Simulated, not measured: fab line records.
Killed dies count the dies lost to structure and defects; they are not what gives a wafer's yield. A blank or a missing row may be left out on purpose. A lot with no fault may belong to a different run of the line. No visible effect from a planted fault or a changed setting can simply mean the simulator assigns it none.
Matching of chambers + flow n5-finfet + N5_BEOL_M2_PECVD_72 on pecvd-01: 3 sister chambers
The step deposits SiO2 from TEOS/O2, target thk 16 nm, time 18 s. 3 wafers are shown with their chamber, then 8 later ones without.

WAFERS, EACH WITH ITS CHAMBER
| wafer  | chamber | throttle-valve-pct (%) |
|--------|---------|------------------------|
| L080.1 | 2       | 21.4                   |
| L080.3 | 1       | 22.9                   |
| L085.1 | 0       | 22.0                   |

WAFERS WITH NO CHAMBER GIVEN
| wafer  | throttle-valve-pct (%) |
|--------|------------------------|
| L085.4 | 21.6                   |
| L085.6 | 23.0                   |
| L088.1 | 22.8                   |
| L088.2 | 21.6                   |
| L088.6 | 21.9                   |
| L093.3 | 22.8                   |
| L093.4 | 23.0                   |
| L093.6 | 21.5                   |

EACH ONE'S CHAMBER
| wafer  | from the rows above     | in truth                   |
|--------|-------------------------|----------------------------|
| L085.4 | can't be placed: 2 or 0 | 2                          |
| L085.6 | 1                       | 1                          |
| L088.1 | 1                       | 1                          |
| L088.2 | can't be placed: 2 or 0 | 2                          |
| L088.6 | 0                       | 0                          |
| L093.3 | 1                       | 1                          |
| L093.4 | 1                       | 1                          |
| L093.6 | 2                       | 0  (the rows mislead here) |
Placed correctly: 5 of 8. Cannot be placed on the basis of these rows: 2; the candidates contain the true chamber in 2. Number placed wrongly: 1.
How it was worked out, from the rows above alone: a wafer's distance from a chamber is the root of the sum, over the readings, of the square of ((its reading less the chamber's mean) divided by the reading's scatter). If the next closest chamber is less than 2 further off than the closest, the wafer can't be placed; otherwise it belongs to the closest. Each chamber's mean is taken over the wafers shown for it. The scatter: root of mean squared gap, hidden wafer to nearest shown wafer, with one shown wafer a chamber.
